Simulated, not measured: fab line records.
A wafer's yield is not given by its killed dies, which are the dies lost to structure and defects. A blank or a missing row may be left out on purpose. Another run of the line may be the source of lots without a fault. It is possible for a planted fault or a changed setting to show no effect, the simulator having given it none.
Split-lot experiment / flow n5_finfet / route with 1938 steps; 7 lots, 21 wafers read

## THE SPLIT ITSELF
At N5_BEOL_M10_TRENCH_ETCH_37 (etches SiCOH lowk in C4F6/O2, target depth 148.83 nm, time 48 s), the setting time_s was moved away from the recipe's 48 s on 8 of the 21 wafers read, by -17.4% to +11.5%. The other wafers ran this setting at the recipe's value.

## FROM THE SPLIT TO THE READING: what the file shows between them, 2 steps
- N5_BEOL_M10_ETCH_41: etches SiCN in CH3F/O2, target depth 42.6 nm, time 86 s
- N5_BEOL_M10_STRIP_77: strips in N2/H2, time 10 s

## THE READING
trench_depth_nm, in nm, at N5_BEOL_M10_OCD_MEAS_38. Fault-free wafers of this fab line usually give 149.2 nm, standard deviation 1.4 nm.

wafer=L074.1; tool, chamber at the split=rie_diel-01, 0; time_s as run, s=53.51; against the recipe=+11.5%; trench_depth_nm, nm=168.1; against lot-mates on the recipe=+18.0
wafer=L074.3; tool, chamber at the split=rie_diel-01, 1; time_s as run, s=48; against the recipe=recipe; trench_depth_nm, nm=150.6; against lot-mates on the recipe=-
wafer=L074.4; tool, chamber at the split=rie_diel-01, 2; time_s as run, s=48; against the recipe=recipe; trench_depth_nm, nm=149.6; against lot-mates on the recipe=-
wafer=L077.1; tool, chamber at the split=rie_diel-03, 1; time_s as run, s=39.65; against the recipe=-17.4%; trench_depth_nm, nm=122.8; against lot-mates on the recipe=no lot-mate on the recipe
wafer=L077.4; tool, chamber at the split=rie_diel-03, 0; time_s as run, s=39.65; against the recipe=-17.4%; trench_depth_nm, nm=123.4; against lot-mates on the recipe=no lot-mate on the recipe
wafer=L077.5; tool, chamber at the split=rie_diel-03, 1; time_s as run, s=39.65; against the recipe=-17.4%; trench_depth_nm, nm=122.7; against lot-mates on the recipe=no lot-mate on the recipe
wafer=L076.1; tool, chamber at the split=rie_diel-02, 3; time_s as run, s=48; against the recipe=recipe; trench_depth_nm, nm=148.7; against lot-mates on the recipe=-
wafer=L076.3; tool, chamber at the split=rie_diel-02, 0; time_s as run, s=44.32; against the recipe=-7.7%; trench_depth_nm, nm=139.7; against lot-mates on the recipe=-9.0
wafer=L076.6; tool, chamber at the split=rie_diel-02, 1; time_s as run, s=44.32; against the recipe=-7.7%; trench_depth_nm, nm=137.3; against lot-mates on the recipe=-11.4
wafer=L086.1; tool, chamber at the split=rie_diel-03, 0; time_s as run, s=45.12; against the recipe=-6.0%; trench_depth_nm, nm=140.3; against lot-mates on the recipe=-8.6
wafer=L086.5; tool, chamber at the split=rie_diel-03, 0; time_s as run, s=48; against the recipe=recipe; trench_depth_nm, nm=148.9; against lot-mates on the recipe=-
wafer=L086.6; tool, chamber at the split=rie_diel-03, 1; time_s as run, s=45.12; against the recipe=-6.0%; trench_depth_nm, nm=139.1; against lot-mates on the recipe=-9.8
wafer=L088.1; tool, chamber at the split=rie_diel-01, 2; time_s as run, s=48; against the recipe=recipe; trench_depth_nm, nm=150.1; against lot-mates on the recipe=-
wafer=L088.3; tool, chamber at the split=rie_diel-01, 1; time_s as run, s=48; against the recipe=recipe; trench_depth_nm, nm=149.9; against lot-mates on the recipe=-
wafer=L088.6; tool, chamber at the split=rie_diel-01, 2; time_s as run, s=48; against the recipe=recipe; trench_depth_nm, nm=150.1; against lot-mates on the recipe=-
wafer=L094.1; tool, chamber at the split=rie_diel-02, 2; time_s as run, s=48; against the recipe=recipe; trench_depth_nm, nm=148.3; against lot-mates on the recipe=-
wafer=L094.4; tool, chamber at the split=rie_diel-02, 1; time_s as run, s=48; against the recipe=recipe; trench_depth_nm, nm=148.8; against lot-mates on the recipe=-
wafer=L094.5; tool, chamber at the split=rie_diel-02, 2; time_s as run, s=48; against the recipe=recipe; trench_depth_nm, nm=150.1; against lot-mates on the recipe=-
wafer=L096.1; tool, chamber at the split=rie_diel-02, 1; time_s as run, s=48; against the recipe=recipe; trench_depth_nm, nm=147.7; against lot-mates on the recipe=-
wafer=L096.3; tool, chamber at the split=rie_diel-02, 2; time_s as run, s=48; against the recipe=recipe; trench_depth_nm, nm=148.5; against lot-mates on the recipe=-
wafer=L096.6; tool, chamber at the split=rie_diel-02, 0; time_s as run, s=48; against the recipe=recipe; trench_depth_nm, nm=149.7; against lot-mates on the recipe=-

FIT RESULTS
A straight line over all 21 wafers: trench_depth_nm changes by +1.53 nm for each +1% of time_s; r = +1.00; the points scatter about the line by 0.93 nm.
The same after taking each lot's own level away (the mean of its wafers on the recipe; 18 wafers): +1.48 nm for each +1%; r = +0.99; scatter 0.84 nm.
Per that fit: largest time_s move, reading shift of 26 nm.
Measured against the standard deviation above, the lots' own levels, which go from 148.63 to 150.10 nm, span 1.0 times it.
So the lot-to-lot level changes the slope little: the two slopes agree.
Check: with one of the wafers moved furthest among these (+11.5%) left out of the fit, the line predicts +16.1 nm for it against its lot-mates. Against them it came out at +18 nm.

## OTHER SPLITS ON THESE WAFERS
These wafers also went through other splits before the reading. Each is held against what the fit with the lots' levels taken away leaves over:
other split on the same wafers=N5_BEOL_M9_EXPOSE_08 dose_mj; wafers away from the commonest value=3; r with trench_depth_nm (lot level and that fit taken away)=+0.08
other split on the same wafers=N5_BEOL_M9_ETCH_62 source_w; wafers away from the commonest value=7; r with trench_depth_nm (lot level and that fit taken away)=+0.02

## THE WHOLE CHAIN: every reading that the file lists as answering this split, in the file's order
step=N5_BEOL_M10_TRENCH_ETCH_37; what it does=etches SiCOH lowk in C4F6/O2, target depth 148.83 nm, time 48 s; reading=etch.depth_nm (the simulator's own value, which no gauge read); change (the file's fit)=+1.56 nm for each +1% of the setting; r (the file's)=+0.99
step=N5_BEOL_M10_TRENCH_ETCH_37; what it does=etches SiCOH lowk in C4F6/O2, target depth 148.83 nm, time 48 s; reading=BEOL_M10.feature_depth_nm (the simulator's own value, which no gauge read); change (the file's fit)=+1.57 nm for each +1% of the setting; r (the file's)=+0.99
step=N5_BEOL_M10_OCD_MEAS_38; what it does=; reading=trench_depth_nm; change (the file's fit)=+1.5 nm for each +1% of the setting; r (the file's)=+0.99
step=N5_BEOL_M10_CMP_52; what it does=polishes, stops on SiCOH lowk, t overpolish 7 s, target thk 140 nm; reading=Cu_of_BEOL_M10_ECD_50.thk_nm (the simulator's own value, which no gauge read); change (the file's fit)=+1.55 nm for each +1% of the setting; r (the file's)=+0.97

## THE FILE'S OWN FIT
trench_depth_nm changes by +1.5 nm for each +1% of time_s, r = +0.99.
